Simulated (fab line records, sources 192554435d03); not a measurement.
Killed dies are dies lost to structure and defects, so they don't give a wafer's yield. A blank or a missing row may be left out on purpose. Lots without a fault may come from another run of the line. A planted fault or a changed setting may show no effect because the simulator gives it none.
fab line records | flow n5_finfet
record lots=11 wafers=33 last_day=19
route steps=1938 shown BEOL_M8@1377 PASSIVATION@1936
lots that met no fault: from a run of the same line without faults
start_h: hours from the record's first day to the start of the lot's first wafer shown | wait_h: hours since the lot's step before | " the same as in the row above | L1.1+2: a row that stands for several wafers | - no value, or no start given | * or withheld: withheld | < > ~ a bound
route shown NAME@n: a module of which the file shows steps, and the number in the route of the first | usual: mean/standard deviation of fault-free wafers | same: alike in all rows | chamber/n: place in a boat | sites: the reading at each site | _std_site: their standard deviation | _edge_site: outer sites' mean less inner sites' | radius_mm: how far each site lies from the wafer's centre | mask NAME#n: copy n | behind: the tool/chamber that last shaped the wafer | hold: why the lot was held/for how many hours/how that ended | device: the transistor (n, p or np) that didn't switch | end of line: the same wafers' tests at the end of the route | a step without rows: its recipe alone | killed: dies lost to structure and defects at the first sort, not the wafer's yield | map: a wafer's dies, x killed, . not, _ none there
set.NAME: the setting as run; set.NAME@STEP: as run at that earlier step | model.NAME: the simulator's own value behind a step, which no gauge read
steps of the route over a sample of lots; a table a step, a row a wafer
services: from which hour (start_h, from the record's first day; less than 0 if before it) a tool's chamber was out of use, for how many hours, and why
## steps
# step N5_BEOL_M8_TRENCH_ETCH_37
# recipe chemistry=C4F6/O2 target_depth_a=934.78 target=SiCOH_lowk time_s=31.2 ion_energy_ev=250 pressure_mtorr=30 source_w=345 bias_w=185 Ar_flow_sccm=300 C4F6_flow_sccm=10 O2_flow_sccm=10
# usual drypump_motor_current_A=5.57/0.26 oes_o_777_au=0.79/0.071 oes_product_au=0.79/0.082 rf_vpp_V=664/13 showerhead_plenum_p_Torr=2.87/0.071 throttle_valve_pct=20.95/0.27
# columns lot.wafer tool chamber start_h wait_h drypump_motor_current_A oes_o_777_au oes_product_au rf_hours_counter_h rf_vpp_V showerhead_plenum_p_Torr throttle_valve_pct
L985.1 rie_diel-01 3 - - 5.51 0.84 0.86 49 664 2.79 20.64
L985.4 " 3 " " 5.51 0.84 0.86 - 666 2.80 20.67
L985.6 " 1 " " 5.48 0.77 0.75 - 667 2.94 21.06
L986.2 rie_diel-01 0 - - 5.71 0.87 0.84 67 665 2.99 20.48
L986.4 " 1 " " 5.49 0.77 0.75 185 668 2.94 21.06
L986.5 " 2 " " 5.68 0.66 0.67 - 676 2.92 21.30
L988.1 rie_diel-06 3 - - 5.14 0.74 0.70 192 633 2.97 21.52
L988.2 " 1 " " 5.61 0.71 0.70 239 650 2.90 21.31
L988.4 " 0 " " 5.92 0.83 0.83 86 650 2.75 20.65
L990.1 rie_diel-01 3 - - 5.52 0.83 0.85 56 666 2.79 20.67
L990.4 " 0 " " 5.71 0.86 0.83 73 664 2.98 20.47
L990.6 " 2 " " 5.64 0.66 0.67 - 678 2.92 21.33
L991.2 rie_diel-06 2 - - 5.54 0.79 0.80 97 676 2.86 20.96
L991.3 " 0 " " 5.90 0.83 0.82 93 650 2.75 20.65
L991.4 " 3 " " 5.11 0.74 0.70 198 634 2.97 21.50
L992.3 rie_diel-01 0 - - 5.76 0.85 0.83 82 666 2.98 20.49
L992.4 " 1 " " 5.48 0.76 0.74 - 667 2.93 21.08
L992.6 " 0 " " 5.79 0.84 0.81 - 665 2.98 20.49
L100.1 rie_diel-06 2 - - 5.51 0.78 0.79 112 675 2.86 20.97
L100.4 " 1 " " 5.65 0.95 0.99 4 650 2.90 20.97
L100.6 " 2 " " 5.52 0.78 0.80 - 674 2.86 20.99
L103.2 rie_diel-01 1 - - 5.48 0.73 0.73 229 666 2.92 21.12
L103.4 " 0 " " 5.79 0.82 0.78 111 664 2.96 20.54
L103.5 " 2 " " 5.68 0.88 0.91 - 677 2.91 20.95
L106.1 rie_diel-06 1 - - 5.60 0.90 0.91 24 648 2.89 20.99
L106.3 " 2 " " 5.50 0.76 0.77 132 675 2.85 21.00
L106.6 " 3 " " 5.13 0.71 0.67 - 632 2.95 21.56
L108.1 rie_diel-03 1 - - 5.76 0.70 0.72 185 684 2.82 20.86
L108.3 " 0 " " 5.32 0.80 0.82 58 667 2.91 21.21
L108.6 " 2 " " 6.22 0.95 0.94 - 670 2.79 20.68
L107.1 rie_diel-06 3 - - 5.12 0.70 0.67 244 633 2.94 21.58
L107.3 " 2 " " 5.49 0.74 0.77 144 673 2.84 21.04
L107.4 " 1 " " 5.64 0.88 0.90 34 649 2.88 21.01
# step N5_BEOL_M8_OCD_MEAS_38
# usual trench_depth_nm=93.2/1.9
# columns lot.wafer tool chamber start_h wait_h trench_depth_nm
L985.1 ocd-02 - 201.39 - 91.8
L985.4 " - " " 91.2
L985.6 " - " " 93.5
L986.2 ocd-01 - 203.88 - 93.9
L986.4 " - " " 93.5
L986.5 " - " " 89.8
L988.1 ocd-02 - 214.72 - 91.4
L988.2 " - " " 90.5
L988.4 " - " " 94.2
L990.1 ocd-01 - 222.75 - 91.0
L990.4 " - " " 93.7
L990.6 " - " " 90.7
L991.2 ocd-01 - 231.58 - 93.8
L991.3 " - " " 94.2
L991.4 " - " " 92.2
L992.3 ocd-01 - 241.20 - 93.3
L992.4 " - " " 93.0
L992.6 " - " " 93.9
L100.1 ocd-02 - 294.04 - 95.5
L100.4 " - " " 98.4
L100.6 " - " " 96.0
L103.2 ocd-01 - 314.32 - 94.1
L103.4 " - " " 92.8
L103.5 " - " " 92.7
L106.1 ocd-01 - 348.97 - 96.0
L106.3 " - " " 94.2
L106.6 " - " " 91.4
L108.1 ocd-01 - 366.94 - 93.3
L108.3 " - " " 93.1
L108.6 " - " " 92.9
L107.1 ocd-02 - 383.07 - 92.3
L107.3 " - " " 95.3
L107.4 " - " " 96.0
# step N5_BEOL_M8_SPUTTER_48
# recipe material=Cu target_thk_a=100 temp_c=-20 bias_v=60 power_w=26000 chamber_pressure_pa=0.13 time_s=1.667
# usual throttle_valve_pct=29.4/1.2
# columns lot.wafer tool chamber start_h wait_h throttle_valve_pct
L985.1 pvd_sputter-03 - 203.03 0.2 30.4
L985.4 " - " " 27.4
L985.6 " - " " 29.1
L986.2 pvd_sputter-03 - 206.43 0.1 27.6
L986.4 " - " " 27.9
L986.5 " - " " 27.2
L988.1 pvd_sputter-03 - 216.18 0.2 28.9
L988.2 " - " " 28.2
L988.4 " - " " 27.3
L990.1 pvd_sputter-03 - 224.12 0.1 27.4
L990.4 " - " " 28.2
L990.6 " - " " 28.1
L991.2 pvd_sputter-01 - 232.94 0.1 28.4
L991.3 " - " " 31.3
L991.4 " - " " 29.0
L992.3 pvd_sputter-03 - 244.00 1.5 27.3
L992.4 " - " " 29.2
L992.6 " - " " 29.1
L100.1 pvd_sputter-01 - 297.17 0.1 29.2
L100.4 " - " " 31.4
L100.6 " - " " 28.2
L103.2 pvd_sputter-03 - 315.78 0.1 28.5
L103.4 " - " " 27.4
L103.5 " - " " 28.8
L106.1 pvd_sputter-02 - 350.91 0.2 29.6
L106.3 " - " " 29.9
L106.6 " - " " 29.8
L108.1 pvd_sputter-02 - 368.61 0.3 29.9
L108.3 " - " " 29.6
L108.6 " - " " 29.9
L107.1 pvd_sputter-01 - 384.51 0.1 28.6
L107.3 " - " " 29.5
L107.4 " - " " 29.2
# step N5_BEOL_M8_ECD_50
# recipe material=Cu target_thk_a=3000
# columns lot.wafer tool chamber start_h wait_h
L985.1+4+6 ecd_cu-01 0,1,1 203.14 0.1
L986.2+4+5 ecd_cu-01 0,0,1 206.54 0.1
L988.1+2+4 ecd_cu-02 1,0,0 216.30 0.1
L990.1+4+6 ecd_cu-01 1,1,0 224.24 0.1
L991.2+3+4 ecd_cu-01 0,1,0 233.05 0.1
L992.3+4+6 ecd_cu-02 0,1,1 244.14 0.1
L100.1+4+6 ecd_cu-01 1,0,1 297.28 0.1
L103.2+4+5 ecd_cu-01 1,1,0 315.90 0.1
L106.1+3+6 ecd_cu-02 0 351.02 0.1
L108.1+3+6 ecd_cu-02 1,1,0 368.73 0.1
L107.1+3+4 ecd_cu-01 1,0,1 384.62 0.1
# step N5_BEOL_M8_CMP_52
# recipe stop_on=SiCOH_lowk t_overpolish_s=6.9 down_force_psi=1 platen_rpm=50 clearing_platen_down_force_psi=1.5 clearing_platen_rpm=50 post_cmp_clean=cu_alkaline target_thk_nm=80 clearing_platen_pad_velocity_m_s=0.99484 pad_velocity_m_s=0.99484
# usual clearing_platen_rpm=49.997/0.027 motor_current_A=6.1/0.78 time_to_endpoint_s=62/4
# columns lot.wafer tool chamber start_h wait_h clearing_platen_rpm motor_current_A time_to_endpoint_s
L985.4 cmp-04 2 203.53 0.1 49.971 6.4 65
L985.1 " 1 " " 49.973 6.1 62
L985.6 " 2 " " 49.985 6.3 62
L986.4 cmp-04 0 206.97 0.2 49.996 5.9 67
L986.2 " 2 " " 50.029 6.3 64
L986.5 " 3 " " 49.951 8.2 66
L988.4 cmp-04 0 216.84 0.2 50.005 6.2 64
L988.1 " 1 " " 49.979 6.0 61
L988.2 " 2 " " 49.982 6.9 63
L990.4 cmp-04 0 224.69 0.1 50.020 6.3 63
L990.1 " 1 " " 49.950 5.7 66
L990.6 " 1 " " 49.955 5.7 61
L991.4 cmp-03 0 233.70 0.1 49.999 6.5 54
L991.2 " 1 " " 50.052 5.0 58
L991.3 " 2 " " 49.997 5.6 64
L992.4 cmp-01 2 244.64 0.2 50.016 6.4 61
L992.3 " 3 " " 49.991 6.0 63
L992.6 " 1 " " 50.023 5.3 64
L100.4 cmp-01 1 297.67 0.1 50.044 5.0 62
L100.1 " 2 " " 49.937 6.6 44
L100.6 " 1 " " 50.010 5.4 39
L103.2 cmp-03 2 316.33 0.2 50.020 5.8 43
L103.4 " 3 " " 49.951 5.7 58
L103.5 " 2 " " 50.006 5.8 67
L106.1 cmp-03 2 351.52 0.3 49.953 5.9 67
L106.3 " 1 " " 50.010 4.9 62
L106.6 " 3 " " 50.027 5.6 60
L108.3 cmp-03 1 369.75 0.5 49.955 5.2 61
L108.1 " 2 " " 50.011 5.6 70
L108.6 " 1 " " 49.981 5.1 61
L107.4 cmp-04 1 385.35 0.2 50.013 5.6 63
L107.3 " 2 " " 49.970 6.8 60
L107.1 " 3 " " 50.017 7.6 62
# step N5_PASSIVATION_PROBE_49
# usual defect_limited_yield=91.0/1.3 killed_at_M0_to_M3=33/10 killed_at_M4_up=14/5.6 killed_at_contacts=12/5.8 killed_at_front_end=43/11 killed_at_other=4.1/2.8 killed_dies=106/15 killed_open=70/12 killed_short=34/7.5 sort_bin_5_function=5.3/0.88 sort_bin_6_memory=3.3/0.64 sort_bin_8_speed=0.00/0.016 sort_n_pass=1074/15 sort_yield_pct=91.0/1.3
# same gross_dies=1180 killed_at_back_side=0 sort_bin_4_leakage[%]=0
# columns lot.wafer tool chamber start_h wait_h defect_limited_yield[%] killed_at_M0_to_M3 killed_at_M4_up killed_at_contacts killed_at_front_end killed_at_other killed_dies killed_open killed_short sort_bin_5_function[%] sort_bin_6_memory[%] sort_bin_8_speed[%] sort_n_pass sort_yield_pct[%]
L106.1 prober-02 - 416.18 0.0 91.2 22 26 12 35 9 104 70 33 4.9 3.6 0 1076 91.2
L106.3 prober-02 - 416.28 0.1 89.5 21 26 20 49 8 124 82 42 6.6 3.6 0 1056 89.5
L106.6 prober-02 - 416.43 0.3 93.5 31 8 8 25 5 77 45 31 3.6 2.5 0 1103 93.5
# killed by level:class
L106.1 BEOL_M4:geometric_particle:open=12 MOL_CONTACT_COAG:geometric_particle:open=10 BEOL_M0_SAQP:geometric_particle:open=7 BEOL_M2:geometric_particle:open=7 FIN_SAQP:geometric_particle:short=6 FIN_SAQP:geometric_particle:open=6 STI_FIN_REVEAL:geometric_particle:open=5 BEOL_M4:geometric_particle:short=5
L106.3 MOL_CONTACT_COAG:geometric_particle:open=18 FIN_SAQP:geometric_particle:open=11 STI_FIN_REVEAL:geometric_particle:open=11 FIN_SAQP:geometric_particle:short=8 BEOL_M4:geometric_particle:open=8 BEOL_M2:geometric_particle:open=7 GATE_CUT:geometric_particle:short=6 DUMMY_GATE:geometric_particle:open=5
L106.6 BEOL_M0_SAQP:geometric_particle:open=11 BEOL_M0_SAQP:geometric_particle:short=9 MOL_CONTACT_COAG:geometric_particle:open=6 FIN_SAQP:geometric_particle:short=4 STI_FIN_REVEAL:geometric_particle:short=4 BEOL_M3:geometric_particle:open=4 STI_FIN_REVEAL:geometric_particle:open=3 DUMMY_GATE:geometric_particle:open=3
## services
# columns tool chamber start_h hours kind
cmp-01 - 188.53 14.5 pm
cmp-04 - 194.82 0.4 repair
rie_diel-01 0 198.22 3.0 repair
cmp-03 - 212.39 4.0 pm
cmp-03 - 216.39 6.0 pm
cmp-01 - 229.65 3.2 repair
rie_diel-06 - 232.17 14.6 pm
cmp-03 - 236.60 1.6 repair
cmp-01 - 238.96 0.3 repair
cmp-04 - 247.56 1.2 repair
cmp-04 - 255.29 0.5 repair
ecd_cu-01 - 257.24 0.3 repair
cmp-04 - 261.01 0.4 repair
cmp-03 - 273.17 2.1 repair
pvd_sputter-02 - 302.85 7.1 repair
cmp-03 - 303.06 0.2 repair
ecd_cu-02 - 304.28 1.0 repair
cmp-04 - 308.56 6.1 pm
cmp-01 - 320.16 4.0 pm
pvd_sputter-01 - 320.59 12.8 repair
rie_diel-01 1 338.06 3.9 repair
ecd_cu-02 - 347.35 2.2 repair
cmp-04 - 363.26 14.0 pm
cmp-03 - 372.69 1.3 repair
## key
first_sign step=N5_BEOL_M8_CMP_52 reading=time_to_endpoint_s direction=down sigmas=5 usual=* struck=*
effect none on later readings
met_at N5_BEOL_M8_ECD_50
struck_lots L100,L103
struck_wafers L100.1,L100.6,L103.2
not_acting_at N5_BEOL_M8_TRENCH_ETCH_37,N5_BEOL_M8_OCD_MEAS_38,N5_BEOL_M8_SPUTTER_48
onset_between 233.05 297.28
fault kind=process_parameter_drift tool=ecd_cu-01 chamber=- onset_h=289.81 steps=N5_BEOL_M8_ECD_50 channel=target_thk_a offset=* shape=step end_h=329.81 scope=struck_wafers_only acts_in=* stated=*
